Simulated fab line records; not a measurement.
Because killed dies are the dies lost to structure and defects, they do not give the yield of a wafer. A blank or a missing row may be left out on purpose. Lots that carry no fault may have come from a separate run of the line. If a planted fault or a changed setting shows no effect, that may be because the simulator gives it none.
Split-lot trial    flow n5-finfet    on a route of 1938 steps: 7 lots, 39 wafers read

## THE SPLIT
At N5_BEOL_M9_ETCH_62 (etches SOC in N2/H2, target depth 110 nm, overetch 22 nm, time 165 s), the setting time-s was moved away from the recipe's 165 s on 15 of the 39 wafers read, by -55.9% to +59.2%. All remaining wafers had this setting at the recipe value.

The split's own step is where the reading is taken.

## THE READING
SiARC_of_BEOL_M9_COAT_60.thk-nm (the simulator's own value, which no gauge read), in nm, at N5_BEOL_M9_ETCH_62 (etches SOC in N2/H2, target depth 110 nm, overetch 22 nm, time 165 s). The file gives no usual value for it. Average 23.4 nm, standard deviation 0.24 nm, over the 24 wafers here run with the recipe.

wafer   tool, chamber at the split  time-s as run, s  against the recipe  SiARC_of_BEOL_M9_COAT_60.thk-nm, nm  against lot-mates on the recipe
L075.1  rie-diel-05, 3,2,3          165               recipe              23.4                                 -
L075.3  rie-diel-05, 3,2,3          165               recipe              23.4                                 -
L075.6  rie-diel-05, 3,2,3          165               recipe              23.4                                 -
L075.2  rie-diel-05, 1,0,0          165               recipe              23.6                                 -
L075.4  rie-diel-05, 1,0,0          165               recipe              23.6                                 -
L075.5  rie-diel-05, 1,0,0          165               recipe              23.6                                 -
L079.1  rie-diel-05, 1,2,2          72.76             -55.9%              27.2                                 +3.6
L079.3  rie-diel-05, 1,2,2          72.76             -55.9%              27.2                                 +3.6
L079.6  rie-diel-05, 1,2,2          72.76             -55.9%              27.2                                 +3.6
L079.2  rie-diel-05, 0,3,3          165               recipe              23.6                                 -
L079.4  rie-diel-05, 0,3,3          165               recipe              23.6                                 -
L079.5  rie-diel-05, 0,3,3          165               recipe              23.6                                 -
L081.1  rie-diel-03, 1              165               recipe              23.4                                 -
L081.2  rie-diel-03, 3              247.1             +49.8%              20.4                                 -3.3
L081.3  rie-diel-03, 2              165               recipe              23.8                                 -
L081.5  rie-diel-03, 2              165               recipe              23.8                                 -
L081.4  rie-diel-03, 0              247.1             +49.8%              19.6                                 -4.1
L081.6  rie-diel-03, 3              247.1             +49.8%              20.2                                 -3.5
L085.1  rie-diel-03, 1              197.7             +19.8%              21.6                                 -1.7
L085.5  rie-diel-03, 1              197.7             +19.8%              21.6                                 -1.7
L085.2  rie-diel-03, 3              165               recipe              23.4                                 -
L085.4  rie-diel-03, 3              165               recipe              23.4                                 -
L085.3  rie-diel-03, 0              197.7             +19.8%              21.8                                 -1.5
L085.6  rie-diel-03, 0              165               recipe              23                                   -
L087.1  rie-diel-02, 1              165               recipe              23.2                                 -
L087.2  rie-diel-02, 0              165               recipe              22.8                                 -
L087.3  rie-diel-02, 2              262.6             +59.2%              20                                   -3.1
L087.6  rie-diel-02, 2              262.6             +59.2%              20                                   -3.1
L087.4  rie-diel-02, 3              262.6             +59.2%              19.6                                 -3.5
L087.5  rie-diel-02, 3              165               recipe              23.4                                 -
L090.1  rie-diel-02, 2              165               recipe              23.6                                 -
L090.2  rie-diel-02, 0              235.2             +42.5%              19.8                                 -3.6
L090.3  rie-diel-02, 1              165               recipe              23.2                                 -
L090.4  rie-diel-02, 3              165               recipe              23.4                                 -
L090.5  rie-diel-02, 1              235.2             +42.5%              20.6                                 -2.8
L090.6  rie-diel-02, 2              235.2             +42.5%              21                                   -2.4
L089.1  rie-diel-03, 0              165               recipe              23                                   -
L089.2  rie-diel-03, 2              165               recipe              23.4                                 -
L089.6  rie-diel-03, 2              165               recipe              23.4                                 -
If several chambers appear in one row, that row covers several wafers at once and the file leaves open which wafer was in which chamber.

FIT RESULTS
A straight line over all 39 wafers: SiARC_of_BEOL_M9_COAT_60.thk-nm changes by -0.0661 nm for each +1% of time-s; r = -0.99; the points scatter about the line by 0.31 nm.
The same after taking each lot's own level away (the mean of its wafers on the recipe; 39 wafers): -0.0643 nm for each +1%; r = -0.99; scatter 0.31 nm.
According to that fit, moving time-s by its largest amount changes the reading by 3.8 nm.
The lots' own levels span 23.13 to 23.67 nm, that is 2.2 times the standard deviation above.
The two slopes agree, so the slope changes little with the lot-to-lot level.
Check: for one of the wafers moved furthest among these (+59.2%), held out of the fit, the line's prediction against its lot-mates is -3.92 nm. Against them it came out at -3.13 nm.

## THE WHOLE CHAIN: every reading that the file lists as answering this split, in the file's order
step                   what it does                                                          reading                                                                           change (the file's fit)                                                               r (the file's)
N5_BEOL_M9_ETCH_62     etches SOC in N2/H2, target depth 110 nm, overetch 22 nm, time 165 s  SiARC_of_BEOL_M9_COAT_60.thk-nm (the simulator's own value, which no gauge read)  -0.0646 nm for each +1% of the setting                                                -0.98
N5_BEOL_M9_HM_OPEN_17  chemistry Cl2/BCl3, target TiN, target depth 20 nm, overetch 6 nm     etch.depth-nm (the simulator's own value, which no gauge read)                    not straight: 20.01 at the lowest setting, 19.99 at the recipe, 10.53 at the highest  not given

## FILE'S OWN FIT
SiARC_of_BEOL_M9_COAT_60.thk-nm changes by -0.0646 nm for each +1% of time-s, r = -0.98.
